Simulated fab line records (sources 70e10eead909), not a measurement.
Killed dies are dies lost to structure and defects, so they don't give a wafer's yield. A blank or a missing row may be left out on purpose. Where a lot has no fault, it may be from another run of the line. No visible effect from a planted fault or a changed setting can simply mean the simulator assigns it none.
fab line records	flow nand-harc
record: lots: 24	wafers: 72	last-day: 34
route steps=1302 shown A_SLIT@939 A_WL_FILL@952 A_CONTACT@1016
lots that met no fault: from a run of the same line without faults
start-h: hours from the record's opening day to when the first of the lot's shown wafers began	wait-h: hours from the lot's prior step to this one	" as in the row above	L1.1+2: a row that stands for several wafers	- no value, or no start given	* or withheld: withheld	< > ~ a bound
route shown NAME@n: NAME is a module with steps in the file, n the number in the route of the first one	usual: the fault-free wafers' mean and standard deviation	same: alike in all rows	chamber/n: place in a boat	sites: per-site readings	_std_site: how widely they spread, as a standard deviation	_edge_site: inner sites' mean taken away from outer sites' mean	radius-mm: how far each site lies from the wafer's centre	mask NAME#n: copy n	behind: the tool/chamber that last shaped the wafer	hold: reason for holding the lot/hours on hold/outcome of the hold	device: transistor that didn't switch, given as n, p or np	end of line: tests of these same wafers at the route's end	a step without rows: its recipe alone	killed: dies that structure and defects cost at the first sort, which is not the same as the wafer's yield	map: a wafer's dies, marking killed ones x, the rest . and places with no die _
set.NAME: setting as actually run; set.NAME@STEP: the setting as run at that earlier step	model.NAME: the simulator's own value behind a step, which no gauge read
route steps across a sampled set of lots; one table per step, one row per wafer
services: the hour from which a tool's chamber was out of use, counted from the record's first day as start-h (under 0 if before that day), plus the number of hours and why
== steps ==
step: NHARC_A_SLIT_ETCH_17
recipe: bias-v: 900	source-w: withheld	pressure-mtorr: 20	ar-flow-sccm: 375	c4f8-flow-sccm: 83.3	o2-flow-sccm: 41.7	time-s: 4254.5	target-depth-a: 2.03e+05	chemistry: C4F8/O2/Ar
usual: drypump-motor-current-A: 5.8/0.47	mfc-ar-sccm: 375.1/1	showerhead-plenum-p-Torr: 3.74/0.13	throttle-valve-pct: 32.047/0.0082
lot.wafer	tool	chamber	start-h	wait-h	drypump-motor-current-A	mfc-ar-sccm	rf-hours-counter-h	showerhead-plenum-p-Torr	throttle-valve-pct
L074.1	har-etch-01	0	445.60	-	5.2	376.0	238	3.64	32.049
L074.6	"	0	448.05	-	5.2	373.1	-	3.64	32.048
L074.5	"	1	"	"	5.6	376.1	-	3.66	32.048
L075.2	har-etch-02	1	464.45	-	5.7	375.6	42	3.92	32.044
L075.1	"	0	"	"	6.5	374.8	42	3.92	32.038
L075.6	"	1	466.87	-	5.7	375.3	-	3.92	32.038
L076.2	har-etch-01	0	473.54	-	5.2	375.1	257	3.63	32.047
L076.4	"	0	474.75	-	5.2	377.3	-	3.63	32.061
L076.5	"	1	476.56	-	5.7	375.0	-	3.65	32.040
L077.1	har-etch-01	0	490.44	-	5.2	374.8	264	3.62	32.036
L077.3	"	1	492.28	-	5.7	376.0	-	3.64	32.057
L077.6	"	1	493.50	-	5.7	374.4	-	3.64	32.053
L078.4	har-etch-02	0	492.78	-	6.6	374.6	-	3.91	32.046
L078.3	"	1	"	"	5.8	374.6	-	3.91	32.056
L078.6	"	0	"	"	6.5	373.0	-	3.91	32.046
L080.4	har-etch-01	1	507.21	-	5.7	374.8	-	3.64	32.049
L080.3	"	0	"	"	5.2	375.8	-	3.62	32.038
L080.5	"	0	509.02	-	5.2	376.5	-	3.62	32.038
L079.2	har-etch-01	0	517.64	-	5.2	374.8	279	3.61	32.055
L079.4	"	1	"	"	5.7	375.2	-	3.64	32.040
L079.6	"	1	519.45	-	5.6	375.0	-	3.64	32.046
L081.1	har-etch-01	1	535.47	-	5.7	375.3	291	3.63	32.050
L081.2	"	0	"	"	5.2	374.6	291	3.61	32.054
L081.6	"	0	538.52	-	5.2	374.7	-	3.61	32.033
L082.2	har-etch-02	0	538.97	-	6.5	375.7	85	3.89	32.051
L082.1	"	1	"	"	5.7	374.4	85	3.89	32.033
L082.6	"	1	542.00	-	5.7	375.6	-	3.89	32.038
L083.3	har-etch-01	0	553.38	-	5.2	375.2	-	3.61	32.049
L083.4	"	1	"	"	5.6	375.8	-	3.63	32.053
L083.5	"	1	555.20	-	5.6	374.0	-	3.63	32.054
L084.2	har-etch-01	1	560.56	-	5.6	375.6	302	3.62	32.045
L084.3	"	0	562.38	-	5.2	374.7	-	3.60	32.043
L084.5	"	1	"	"	5.7	375.0	-	3.62	32.054
L085.2	har-etch-02	0	563.35	-	6.5	374.7	96	3.89	32.049
L085.5	"	1	565.13	-	5.7	374.8	-	3.89	32.049
L085.6	"	0	"	"	6.5	375.5	-	3.88	32.049
L086.4	har-etch-02	1	571.97	-	5.7	376.4	-	3.88	32.044
L086.3	"	0	"	"	6.5	375.8	-	3.88	32.051
L086.5	"	1	"	"	5.7	375.4	-	3.88	32.043
L088.2	har-etch-02	1	588.12	-	5.7	374.1	111	3.88	32.052
L088.3	"	1	589.34	-	5.7	374.8	-	3.88	32.043
L088.5	"	0	"	"	6.5	376.2	-	3.88	32.049
L087.1	har-etch-02	0	591.37	-	6.5	375.8	115	3.88	32.032
L087.2	"	1	"	"	5.7	374.7	115	3.87	32.039
L087.5	"	0	593.80	-	6.5	374.8	-	3.87	32.041
L089.2	har-etch-01	1	593.49	-	5.7	374.5	325	3.61	32.058
L089.4	"	0	"	"	5.2	374.1	-	3.59	32.042
L089.6	"	0	595.33	-	5.2	375.0	-	3.59	32.044
L091.2	har-etch-01	0	604.20	-	5.2	374.2	329	3.59	32.064
L091.1	"	1	"	"	5.7	376.0	329	3.61	32.044
L091.5	"	0	606.61	-	5.2	375.2	-	3.59	32.038
L090.1	har-etch-02	0	605.32	-	6.6	375.3	123	3.87	32.045
L090.3	"	1	607.11	-	5.8	374.6	-	3.87	32.045
L090.6	"	0	"	"	6.5	374.7	-	3.87	32.040
L092.1	har-etch-01	1	637.44	-	5.6	375.1	348	3.60	32.053
L092.3	"	1	639.89	-	5.6	377.6	-	3.60	32.042
L092.6	"	1	643.56	-	5.7	374.6	-	3.60	32.054
L093.1	har-etch-02	0	639.27	-	6.5	375.1	142	3.86	32.057
L093.3	"	1	"	"	5.7	373.8	-	3.86	32.041
L093.6	"	1	641.07	-	5.7	372.9	-	3.86	32.061
L094.1	har-etch-02	0	647.93	-	6.5	376.1	150	3.85	32.056
L094.4	"	0	649.15	-	6.5	373.7	-	3.86	32.038
L094.5	"	1	650.98	-	5.8	376.1	-	3.85	32.039
L095.1	har-etch-01	1	657.14	-	5.6	374.6	363	3.59	32.040
L095.3	"	0	658.96	-	5.2	377.0	-	3.58	32.054
L095.6	"	1	"	"	5.7	374.5	-	3.59	32.050
L096.2	har-etch-02	0	681.55	-	6.5	376.8	169	3.84	32.049
L096.4	"	0	682.75	-	6.6	374.8	-	3.84	32.057
L096.6	"	0	683.94	-	6.5	377.1	-	3.84	32.050
L097.1	har-etch-01	0	687.18	-	5.2	374.9	367	3.57	32.058
L097.3	"	0	688.39	-	5.2	374.6	-	3.57	32.050
L097.5	"	0	689.60	-	5.2	375.8	-	3.57	32.037
step: NHARC_A_WL_FILL_ALD_00
recipe: target-thk-a: 30	pulse-time-s: 3	ald-cycles: 30	temp-c: 300	material: Al2O3
usual: heater-power-w: 476/48	precursor-pulse-height-rel: 0.996/0.02
same: pulse-time-s: 3
lot.wafer	tool	chamber	start-h	wait-h	heater-power-w	precursor-pulse-height-rel
L074.1	ald-hk-04	3	457.93	0.1	511	1.036
L074.5	"	2	"	"	438	0.974
L074.6	"	3	"	"	527	0.972
L075.1	ald-hk-02	3	476.19	0.1	442	0.998
L075.2	"	0	"	"	511	1.033
L075.6	"	3	"	"	452	0.982
L076.4	ald-hk-02	3	485.32	0.1	449	0.986
L076.2	"	1	"	"	391	1.015
L076.5	"	3	"	"	454	1.029
L078.3	ald-hk-04	2	502.45	0.2	442	1.012
L078.4	"	0	"	"	532	0.988
L078.6	"	3	"	"	501	1.025
L077.1	ald-hk-04	1	502.62	0.3	466	1.016
L077.3	"	2	"	"	426	1.014
L077.6	"	2	"	"	419	0.996
L080.4	ald-hk-04	1	517.69	0.1	464	0.962
L080.3	"	0	"	"	548	0.980
L080.5	"	2	"	"	424	0.976
L079.2	ald-hk-03	3	528.76	0.1	483	1.014
L079.4	"	1	"	"	422	0.998
L079.6	"	0	"	"	467	1.006
L081.1	ald-hk-03	2	547.25	0.1	580	1.002
L081.2	"	3	"	"	478	1.007
L081.6	"	3	"	"	486	0.986
L082.2	ald-hk-02	0	550.65	0.1	542	1.008
L082.1	"	2	"	"	409	0.949
L082.6	"	3	"	"	432	0.957
L083.4	ald-hk-02	1	563.93	0.1	379	1.005
L083.3	"	3	"	"	447	0.990
L083.5	"	0	"	"	542	1.013
L084.2	ald-hk-04	3	572.31	0.1	496	1.016
L084.3	"	1	"	"	479	0.976
L084.5	"	3	"	"	516	0.999
L085.2	ald-hk-04	0	577.54	0.1	540	0.977
L085.5	"	3	"	"	505	0.973
L085.6	"	0	"	"	541	1.026
L086.3	ald-hk-04	1	582.82	0.1	466	1.011
L086.4	"	2	"	"	428	1.028
L086.5	"	1	"	"	476	0.968
L088.3	ald-hk-03	1	599.32	0.1	408	1.036
L088.2	"	2	"	"	527	1.025
L088.5	"	1	"	"	425	1.011
L087.1	ald-hk-04	1	603.43	0.1	478	0.984
L087.2	"	2	"	"	437	0.991
L087.5	"	3	"	"	521	0.996
L089.2	ald-hk-04	3	603.54	0.2	511	1.021
L089.4	"	2	"	"	438	1.004
L089.6	"	0	"	"	530	1.023
L091.1	ald-hk-03	1	615.93	0.1	420	0.980
L091.2	"	3	"	"	474	0.946
L091.5	"	0	"	"	486	0.984
L090.1	ald-hk-02	0	615.95	0.1	529	0.996
L090.3	"	1	"	"	391	0.993
L090.6	"	2	"	"	401	1.019
L093.1	ald-hk-03	1	650.40	0.1	426	1.021
L093.3	"	3	"	"	471	0.960
L093.6	"	1	"	"	419	0.986
L092.1	ald-hk-02	3	653.08	0.1	434	0.959
L092.3	"	1	"	"	390	1.004
L092.6	"	0	"	"	538	1.008
L094.4	ald-hk-04	2	659.75	0.1	463	0.977
L094.1	"	0	"	"	535	0.997
L094.5	"	3	"	"	484	0.988
L095.3	ald-hk-03	3	669.14	0.1	474	1.006
L095.1	"	0	"	"	484	0.993
L095.6	"	1	"	"	425	0.993
L096.4	ald-hk-04	1	692.66	0.1	448	0.979
L096.2	"	2	"	"	448	1.017
L096.6	"	0	"	"	533	1.029
L097.3	ald-hk-03	0	699.01	0.1	485	0.996
L097.1	"	1	"	"	426	1.015
L097.5	"	3	"	"	468	0.986
step: NHARC_A_CONTACT_ETCH_122
recipe: source-w: withheld	pressure-mtorr: 20	bias-v: 3000	time-s: 190	target-depth-a: 18500	ar-flow-sccm: withheld	c4f8-flow-sccm: withheld	o2-flow-sccm: withheld	chemistry: C4F8/O2/Ar
lot.wafer	tool	chamber	start-h	wait-h	rf-hours-counter-h
L074.1	har-cap-etch-02	1	487.62	0.1	82
L074.6	"	1	"	"	-
L074.5	"	0	"	"	-
L075.1	har-cap-etch-03	0	507.06	0.1	41
L075.2	"	1	"	"	41
L075.6	"	0	"	"	-
L076.2	har-cap-etch-02	0	516.25	0.1	88
L076.4	"	0	"	"	-
L076.5	"	0	"	"	-
L077.1	har-cap-etch-01	1	529.98	0.1	3
L077.3	"	0	"	"	-
L077.6	"	1	"	"	-
L078.4	har-cap-etch-03	0	530.80	0.1	-
L078.3	"	1	"	"	-
L078.6	"	0	"	"	-
L080.4	har-cap-etch-02	1	545.47	0.1	-
L080.3	"	0	"	"	-
L080.5	"	0	"	"	-
L079.2	har-cap-etch-01	0	556.83	0.1	9
L079.4	"	1	"	"	-
L079.6	"	0	"	"	-
L081.2	har-cap-etch-03	0	581.29	0.1	53
L081.1	"	1	"	"	53
L081.6	"	0	"	"	-
L082.2	har-cap-etch-02	0	582.18	0.1	99
L082.1	"	1	"	"	99
L082.6	"	0	"	"	-
L083.4	har-cap-etch-03	0	592.10	0.1	-
L083.3	"	1	"	"	-
L083.5	"	0	"	"	-
L084.2	har-cap-etch-02	0	602.75	0.1	103
L084.3	"	1	"	"	-
L084.5	"	1	"	"	-
L085.2	har-cap-etch-03	1	607.29	0.2	59
L085.6	"	1	"	"	-
L085.5	"	0	"	"	-
L086.4	har-cap-etch-02	0	612.17	0.1	-
L086.3	"	1	"	"	-
L086.5	"	0	"	"	-
L088.2	har-cap-etch-02	0	628.99	0.1	109
L088.3	"	0	"	"	-
L088.5	"	0	"	"	-
L087.2	har-cap-etch-03	0	633.73	0.1	65
L087.1	"	1	"	"	65
L087.5	"	0	"	"	-
L089.2	har-cap-etch-02	0	634.90	0.1	111
L089.4	"	1	"	"	-
L089.6	"	1	"	"	-
L091.1	har-cap-etch-02	1	644.21	0.1	113
L091.2	"	0	"	"	113
L091.5	"	0	"	"	-
L090.1	har-cap-etch-01	1	644.86	0.1	25
L090.3	"	1	"	"	-
L090.6	"	0	"	"	-
L092.1	har-cap-etch-01	1	679.70	0.1	29
L092.3	"	0	"	"	-
L092.6	"	0	"	"	-
L093.1	har-cap-etch-03	0	681.23	0.2	74
L093.3	"	0	"	"	-
L093.6	"	1	"	"	-
L094.1	har-cap-etch-02	1	691.99	0.1	120
L094.4	"	1	"	"	-
L094.5	"	1	"	"	-
L095.1	har-cap-etch-01	0	696.99	0.1	34
L095.3	"	0	"	"	-
L095.6	"	1	"	"	-
L096.2	har-cap-etch-02	0	720.12	0.1	126
L096.4	"	0	"	"	-
L096.6	"	0	"	"	-
L097.1	har-cap-etch-03	1	729.28	0.1	81
L097.3	"	0	"	"	-
L097.5	"	0	"	"	-
step: NHARC_A_CONTACT_ETCH_123
recipe: source-w: withheld	pressure-mtorr: 20	bias-v: 400	time-s: 490	target-depth-a: 21100	ar-flow-sccm: withheld	c4f8-flow-sccm: 11.5	o2-flow-sccm: 7.2	chemistry: C4F8/O2/Ar
lot.wafer	tool	chamber	start-h	wait-h	rf-hours-counter-h
L074.1	har-cap-etch-02	1	487.79	0.1	82
L074.6	"	1	"	"	-
L074.5	"	0	"	"	-
L075.1	har-cap-etch-03	0	507.24	0.1	42
L075.2	"	1	"	"	42
L075.6	"	0	"	"	-
L076.2	har-cap-etch-02	0	516.42	0.1	88
L076.4	"	0	"	"	-
L076.5	"	0	"	"	-
L077.1	har-cap-etch-01	1	530.15	0.1	4
L077.3	"	0	"	"	-
L077.6	"	1	"	"	-
L078.4	har-cap-etch-03	0	531.08	0.3	-
L078.3	"	1	"	"	-
L078.6	"	0	"	"	-
L080.4	har-cap-etch-02	1	545.76	0.3	-
L080.3	"	0	"	"	-
L080.5	"	0	"	"	-
L079.2	har-cap-etch-01	0	557.06	0.2	9
L079.4	"	1	"	"	-
L079.6	"	0	"	"	-
L081.2	har-cap-etch-03	0	581.46	0.1	53
L081.1	"	1	"	"	53
L081.6	"	0	"	"	-
L082.2	har-cap-etch-02	0	582.35	0.1	99
L082.1	"	1	"	"	99
L082.6	"	0	"	"	-
L083.4	har-cap-etch-03	0	592.39	0.3	-
L083.3	"	1	"	"	-
L083.5	"	0	"	"	-
L084.2	har-cap-etch-02	0	602.92	0.1	103
L084.3	"	1	"	"	-
L084.5	"	1	"	"	-
L085.2	har-cap-etch-03	1	607.52	0.2	60
L085.6	"	1	"	"	-
L085.5	"	0	"	"	-
L086.4	har-cap-etch-02	0	612.46	0.3	-
L086.3	"	1	"	"	-
L086.5	"	0	"	"	-
L088.2	har-cap-etch-02	0	629.16	0.1	109
L088.3	"	0	"	"	-
L088.5	"	0	"	"	-
L087.2	har-cap-etch-03	0	633.90	0.1	65
L087.1	"	1	"	"	65
L087.5	"	0	"	"	-
L089.2	har-cap-etch-02	0	635.07	0.1	111
L089.4	"	1	"	"	-
L089.6	"	1	"	"	-
L091.1	har-cap-etch-02	1	644.38	0.1	114
L091.2	"	0	"	"	114
L091.5	"	0	"	"	-
L090.1	har-cap-etch-01	1	645.03	0.1	25
L090.3	"	1	"	"	-
L090.6	"	0	"	"	-
L092.1	har-cap-etch-01	1	679.87	0.1	30
L092.3	"	0	"	"	-
L092.6	"	0	"	"	-
L093.1	har-cap-etch-03	0	681.46	0.2	74
L093.3	"	0	"	"	-
L093.6	"	1	"	"	-
L094.1	har-cap-etch-02	1	692.16	0.1	120
L094.4	"	1	"	"	-
L094.5	"	1	"	"	-
L095.1	har-cap-etch-01	0	697.16	0.1	34
L095.3	"	0	"	"	-
L095.6	"	1	"	"	-
L096.2	har-cap-etch-02	0	720.29	0.1	126
L096.4	"	0	"	"	-
L096.6	"	0	"	"	-
L097.1	har-cap-etch-03	1	729.45	0.1	81
L097.3	"	0	"	"	-
L097.5	"	0	"	"	-
step: NHARC_A_CONTACT_ETCH_102
recipe: target-depth-a: 1000	overetch-a: 100	time-s: 55	ion-energy-ev: 100	cf4-flow-sccm: 80	o2-flow-sccm: 20	ar-flow-sccm: 0	rf-w: 300	bias-w: 100	chemistry: CF4/O2
usual: drypump-motor-current-A: 5.7/0.43	mfc-ar-sccm: 0.007/0.011	oes-product-au: 0.999/0.012	rf-vpp-V: 198.4/1.5	showerhead-plenum-p-Torr: 1.36/0.062	throttle-valve-pct: 13.398/0.0094
lot.wafer	tool	chamber	start-h	wait-h	drypump-motor-current-A	mfc-ar-sccm	oes-product-au	rf-hours-counter-h	rf-vpp-V	showerhead-plenum-p-Torr	throttle-valve-pct
L074.1	rie-diel-12	3	489.37	0.1	6.3	0	1.013	6	199.4	1.40	13.397
L074.5	"	1	"	"	5.9	0	0.999	-	197.2	1.41	13.395
L074.6	"	3	"	"	6.3	0	1.008	-	199.6	1.40	13.386
L075.2	rie-diel-12	3	508.73	0.1	6.3	0	1.006	9	198.3	1.40	13.388
L075.1	"	0	"	"	5.3	0.030	1.001	8	198.9	1.39	13.390
L075.6	"	2	"	"	5.0	0	1.012	-	196.7	1.25	13.389
L076.2	rie-diel-12	1	517.92	0.1	5.9	0	0.990	10	199.8	1.41	13.406
L076.4	"	2	"	"	5.1	0	1.015	10	194.2	1.25	13.401
L076.5	"	0	"	"	5.3	0.030	1.002	-	198.2	1.39	13.392
L077.1	rie-diel-01	1	531.64	0.1	6.0	0	1.008	48	196.6	1.31	13.385
L077.3	"	3	"	"	4.9	0.016	1.006	50	195.8	1.26	13.393
L077.6	"	2	"	"	5.4	0.009	1.006	-	196.0	1.24	13.393
L078.3	rie-diel-12	1	532.40	0.1	5.9	0	0.987	11	198.4	1.40	13.380
L078.4	"	3	"	"	6.3	0	1.020	12	200.5	1.39	13.399
L078.6	"	0	"	"	5.3	0.030	0.990	-	199.0	1.39	13.374
L080.4	rie-diel-12	1	547.07	0.1	5.9	0	0.990	15	199.8	1.40	13.398
L080.3	"	2	"	"	5.1	0	0.996	14	197.3	1.25	13.408
L080.5	"	2	"	"	5.1	0	0.991	-	197.1	1.25	13.412
L079.2	rie-diel-07	0	558.47	0.1	5.9	0.003	0.989	29	198.5	1.41	13.394
L079.4	"	2	"	"	5.9	0.009	0.986	32	197.8	1.37	13.400
L079.6	"	0	"	"	5.9	0.003	0.974	-	199.3	1.41	13.405
L081.2	rie-diel-12	3	582.96	0.1	6.3	0	1.008	19	198.4	1.39	13.407
L081.1	"	0	"	"	5.3	0.030	0.998	19	197.9	1.38	13.401
L081.6	"	2	"	"	5.1	0	1.013	-	196.0	1.25	13.402
L082.2	rie-diel-12	2	583.85	0.1	5.1	0	1.011	18	196.4	1.25	13.396
L082.1	"	0	"	"	5.3	0.030	0.986	19	200.1	1.38	13.408
L082.6	"	1	"	"	5.9	0	0.986	-	199.6	1.40	13.400
L083.3	rie-diel-07	0	593.77	0.1	5.9	0.003	0.985	44	199.3	1.41	13.409
L083.4	"	0	"	"	5.9	0.003	0.984	-	198.7	1.41	13.416
L083.5	"	1	"	"	5.4	0.011	0.989	-	194.9	1.23	13.390
L084.2	rie-diel-12	2	604.52	0.0	5.1	0	1.015	22	195.7	1.25	13.384
L084.3	"	0	"	"	5.3	0.030	1.000	22	196.9	1.38	13.408
L084.5	"	3	"	"	6.3	0	1.008	-	200.0	1.39	13.389
L085.2	rie-diel-12	0	609.21	0.1	5.3	0.030	0.989	23	198.2	1.38	13.395
L085.5	"	0	"	"	5.3	0.030	0.992	-	199.7	1.38	13.406
L085.6	"	1	"	"	5.9	0	0.983	-	200.1	1.40	13.401
L086.4	rie-diel-07	2	613.77	0.0	5.9	0.009	1.000	47	198.4	1.36	13.390
L086.3	"	3	"	"	5.8	0	1.021	45	200.0	1.40	13.384
L086.5	"	2	"	"	5.9	0.009	1.004	-	199.2	1.36	13.403
L088.3	rie-diel-07	3	630.82	0.1	5.8	0	1.017	51	198.5	1.39	13.389
L088.2	"	0	"	"	5.9	0.003	0.968	54	198.7	1.41	13.404
L088.5	"	2	"	"	5.9	0.009	0.994	-	197.9	1.36	13.392
L087.1	rie-diel-12	1	635.39	0.1	5.9	0	0.980	0	198.3	1.40	13.390
L087.2	"	2	"	"	5.1	0	1.001	0	197.4	1.25	13.398
L087.5	"	2	"	"	5.1	0	0.999	-	196.4	1.25	13.395
L089.2	rie-diel-12	1	636.58	0.1	5.9	0	0.983	0	196.6	1.40	13.407
L089.4	"	2	"	"	5.1	0	1.006	0	197.2	1.25	13.399
L089.6	"	0	"	"	5.3	0.030	1.000	-	197.3	1.38	13.403
L091.1	rie-diel-12	3	645.86	0.1	6.3	0	1.013	1	200.1	1.39	13.403
L091.2	"	0	"	"	5.3	0.030	0.995	2	199.2	1.38	13.390
L091.5	"	2	"	"	5.0	0	1.002	-	196.6	1.25	13.413
L090.1	rie-diel-12	3	646.54	0.1	6.3	0	1.013	1	198.7	1.39	13.400
L090.3	"	0	"	"	5.3	0.030	1.007	2	199.9	1.38	13.415
L090.6	"	3	"	"	6.3	0	1.012	-	200.0	1.39	13.397
L092.3	rie-diel-07	3	681.37	0.1	5.8	0	0.989	5	198.6	1.39	13.387
L092.1	"	1	"	"	5.4	0.011	0.990	8	198.9	1.44	13.423
L092.6	"	2	"	"	5.9	0.009	0.990	-	197.1	1.36	13.393
L093.3	rie-diel-12	2	683.13	0.1	5.0	0	1.023	8	196.3	1.24	13.394
L093.1	"	3	"	"	6.3	0	1.014	5	197.7	1.39	13.403
L093.6	"	0	"	"	5.3	0.030	1.012	-	200.4	1.38	13.396
L094.4	rie-diel-07	0	694.65	0.1	5.9	0.003	0.975	13	197.9	1.40	13.389
L094.1	"	2	"	"	5.9	0.009	0.988	10	198.6	1.36	13.390
L094.5	"	1	"	"	5.4	0.011	1.002	-	201.1	1.44	13.409
L095.1	rie-diel-12	0	698.68	0.1	5.3	0.030	0.990	11	197.8	1.38	13.402
L095.3	"	1	"	"	5.9	0	0.988	12	199.2	1.40	13.392
L095.6	"	3	"	"	6.3	0	1.008	-	199.9	1.39	13.415
L096.2	rie-diel-12	3	721.77	0.1	6.3	0	1.001	13	198.2	1.39	13.402
L096.4	"	0	"	"	5.3	0.030	0.988	16	198.1	1.38	13.413
L096.6	"	0	"	"	5.3	0.030	1.006	-	199.3	1.38	13.406
L097.1	rie-diel-12	2	730.94	0.0	5.1	0	1.005	16	195.8	1.24	13.402
L097.3	"	1	"	"	5.9	0	0.986	19	200.3	1.40	13.403
L097.5	"	2	"	"	5.0	0	1.008	-	194.0	1.24	13.408
step: NHARC_A_CONTACT_CD_MEAS_69
recipe: target-cd-nm: 300	landing-energy-ev: 500
usual: cd-nm: 300.1/0.61
lot.wafer	tool	chamber	start-h	wait-h	cd-nm
L074.1	cd-sem-01	0	496.51	-	300.2
L074.5	"	0	"	"	300.0
L074.6	"	0	"	"	300.2
L075.1	cd-sem-02	0	513.75	-	299.5
L075.2	"	0	"	"	300.7
L075.6	"	0	"	"	300.3
L076.2	cd-sem-03	0	522.55	-	299.2
L076.4	"	0	"	"	300.5
L076.5	"	0	"	"	300.3
L077.1	cd-sem-03	0	536.96	-	299.0
L077.3	"	0	"	"	300.1
L077.6	"	0	"	"	299.3
L078.3	cd-sem-01	0	537.55	-	299.1
L078.4	"	0	"	"	300.5
L078.6	"	0	"	"	299.4
L080.3	cd-sem-02	0	551.65	-	299.2
L080.4	"	0	"	"	300.6
L080.5	"	0	"	"	299.1
L079.2	cd-sem-01	0	563.16	-	300.2
L079.4	"	0	"	"	299.7
L079.6	"	0	"	"	300.0
L081.1	cd-sem-02	0	587.50	-	300.5
L081.2	"	0	"	"	299.8
L081.6	"	0	"	"	300.0
L082.1	cd-sem-02	0	591.27	-	299.9
L082.2	"	0	"	"	300.2
L082.6	"	0	"	"	300.6
L083.3	cd-sem-03	0	598.29	-	299.4
L083.4	"	0	"	"	300.9
L083.5	"	0	"	"	300.0
L084.2	cd-sem-03	0	609.46	-	300.1
L084.3	"	0	"	"	301.4
L084.5	"	0	"	"	301.5
L085.2	cd-sem-01	0	613.75	-	299.3
L085.5	"	0	"	"	299.9
L085.6	"	0	"	"	299.4
L086.3	cd-sem-03	0	620.56	-	301.1
L086.4	"	0	"	"	300.8
L086.5	"	0	"	"	300.1
L088.2	cd-sem-02	0	635.34	-	299.4
L088.3	"	0	"	"	300.1
L088.5	"	0	"	"	301.0
L087.1	cd-sem-03	0	640.27	-	299.5
L087.2	"	0	"	"	299.6
L087.5	"	0	"	"	301.0
L089.2	cd-sem-03	0	642.93	-	299.1
L089.4	"	0	"	"	301.0
L089.6	"	0	"	"	300.4
L091.1	cd-sem-02	0	650.53	-	300.3
L091.2	"	0	"	"	300.5
L091.5	"	0	"	"	298.9
L090.1	cd-sem-03	0	651.23	-	299.7
L090.3	"	0	"	"	299.4
L090.6	"	0	"	"	300.4
L092.1	cd-sem-01	0	688.62	-	301.0
L092.3	"	0	"	"	299.7
L092.6	"	0	"	"	299.9
L093.1	cd-sem-03	0	689.33	-	299.3
L093.3	"	0	"	"	300.6
L093.6	"	0	"	"	300.2
L094.1	cd-sem-03	0	699.25	-	301.0
L094.4	"	0	"	"	300.6
L094.5	"	0	"	"	299.9
L095.1	cd-sem-02	0	703.39	-	301.1
L095.3	"	0	"	"	301.2
L095.6	"	0	"	"	299.9
L096.2	cd-sem-02	0	727.45	-	299.9
L096.4	"	0	"	"	299.1
L096.6	"	0	"	"	300.6
L097.1	cd-sem-03	0	736.63	-	299.1
L097.3	"	0	"	"	299.0
L097.5	"	0	"	"	300.3
== services ==
tool	chamber	start-h	hours	kind
har-cap-etch-01	-	426.33	0.6	repair
rie-diel-12	-	433.99	0.8	repair
ald-hk-04	-	435.09	10.0	pm
rie-diel-12	-	445.41	9.0	pm
rie-diel-07	-	472.85	9.0	pm
rie-diel-12	3	474.38	4.0	repair
rie-diel-12	2	483.40	7.5	repair
har-cap-etch-01	-	497.00	17.0	pm
rie-diel-07	1	533.96	17.1	repair
har-cap-etch-03	-	565.16	0.4	repair
ald-hk-03	-	571.59	10.0	pm
rie-diel-07	3	592.66	15.5	repair
rie-diel-12	-	622.41	9.0	pm
ald-hk-04	-	626.43	1.6	repair
rie-diel-07	1	627.64	3.5	repair
har-cap-etch-01	-	637.38	0.2	repair
rie-diel-12	-	640.97	1.3	repair
rie-diel-07	-	649.85	9.0	pm
rie-diel-12	0	654.26	5.0	repair
rie-diel-12	3	655.28	10.7	repair
har-cap-etch-01	-	658.40	0.5	repair
har-cap-etch-01	-	664.87	0.3	repair
rie-diel-12	2	695.17	7.1	repair
ald-hk-02	-	705.78	10.0	pm
== key ==
fault none
